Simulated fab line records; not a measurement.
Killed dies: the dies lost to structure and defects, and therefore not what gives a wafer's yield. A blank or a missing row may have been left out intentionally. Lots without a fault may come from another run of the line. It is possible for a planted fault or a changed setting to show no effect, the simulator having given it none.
Chamber matching || flow nand-harc || NHARC_P_CONTACT_ETCH_35 on rie-diel-12 has 4 sister chambers
The step etches the open film in CF4, target depth 39 nm, time 65 s. 8 wafers are shown with their chamber, then 10 later ones without.

WAFERS PAIRED WITH THEIR CHAMBERS
{"wafer": "L083.1", "chamber": 3, "oes-product-au (a.u.)": 1.001, "rf-vpp-V (V)": 149.6}
{"wafer": "L083.4", "chamber": 0, "oes-product-au (a.u.)": 1.003, "rf-vpp-V (V)": 150.9}
{"wafer": "L083.6", "chamber": 3, "oes-product-au (a.u.)": 1.013, "rf-vpp-V (V)": 150.7}
{"wafer": "L084.2", "chamber": 2, "oes-product-au (a.u.)": 0.992, "rf-vpp-V (V)": 151.6}
{"wafer": "L084.3", "chamber": 1, "oes-product-au (a.u.)": 0.989, "rf-vpp-V (V)": 153.1}
{"wafer": "L084.6", "chamber": 1, "oes-product-au (a.u.)": 1.001, "rf-vpp-V (V)": 153.1}
{"wafer": "L087.2", "chamber": 2, "oes-product-au (a.u.)": 0.990, "rf-vpp-V (V)": 152.8}
{"wafer": "L087.4", "chamber": 0, "oes-product-au (a.u.)": 0.999, "rf-vpp-V (V)": 153.1}

WAFERS WITH NO CHAMBER GIVEN
{"wafer": "L087.5", "oes-product-au (a.u.)": 1.004, "rf-vpp-V (V)": 153.4}
{"wafer": "L094.1", "oes-product-au (a.u.)": 1.013, "rf-vpp-V (V)": 151.3}
{"wafer": "L094.4", "oes-product-au (a.u.)": 1.009, "rf-vpp-V (V)": 152.8}
{"wafer": "L094.5", "oes-product-au (a.u.)": 1.018, "rf-vpp-V (V)": 153.3}
{"wafer": "L096.1", "oes-product-au (a.u.)": 0.994, "rf-vpp-V (V)": 151.7}
{"wafer": "L096.5", "oes-product-au (a.u.)": 0.987, "rf-vpp-V (V)": 150.6}
{"wafer": "L096.6", "oes-product-au (a.u.)": 0.999, "rf-vpp-V (V)": 151.6}
{"wafer": "L097.1", "oes-product-au (a.u.)": 1.002, "rf-vpp-V (V)": 153.1}
{"wafer": "L097.4", "oes-product-au (a.u.)": 1.012, "rf-vpp-V (V)": 153.4}
{"wafer": "L097.5", "oes-product-au (a.u.)": 1.004, "rf-vpp-V (V)": 151.8}

EACH ONE'S CHAMBER
{"wafer": "L087.5", "from the rows above": "can't be placed: 1 or 0 or 2 or 3", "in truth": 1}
{"wafer": "L094.1", "from the rows above": "can't be placed: 3 or 0 or 1", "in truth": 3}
{"wafer": "L094.4", "from the rows above": "can't be placed: 0 or 1 or 3 or 2", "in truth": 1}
{"wafer": "L094.5", "from the rows above": "can't be placed: 0 or 3 or 1 or 2", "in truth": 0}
{"wafer": "L096.1", "from the rows above": "can't be placed: 2 or 0 or 1 or 3", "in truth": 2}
{"wafer": "L096.5", "from the rows above": "can't be placed: 2 or 0 or 1 or 3", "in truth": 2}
{"wafer": "L096.6", "from the rows above": "can't be placed: 0 or 2 or 1 or 3", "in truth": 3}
{"wafer": "L097.1", "from the rows above": "can't be placed: 1 or 0 or 2", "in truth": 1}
{"wafer": "L097.4", "from the rows above": "can't be placed: 0 or 1 or 3 or 2", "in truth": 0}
{"wafer": "L097.5", "from the rows above": "can't be placed: 0 or 3 or 1 or 2", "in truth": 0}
Placed correctly: 0 of 10. Unplaceable from these rows: 10, with the true chamber sitting among the candidates in 10. Wrongly placed: 0.
How it was worked out, from the rows above alone: a wafer's distance from a chamber is the root of the sum, over the readings, of the square of ((its reading less the chamber's mean) divided by the reading's scatter). If the next closest chamber is less than 2 further off than the closest, the wafer can't be placed; otherwise it belongs to the closest. A chamber's mean is the mean of its shown wafers. The scatter is the square root of a quotient: the sum, over the shown wafers, of each reading's squared deviation from its chamber's mean, divided by wafers minus chambers.
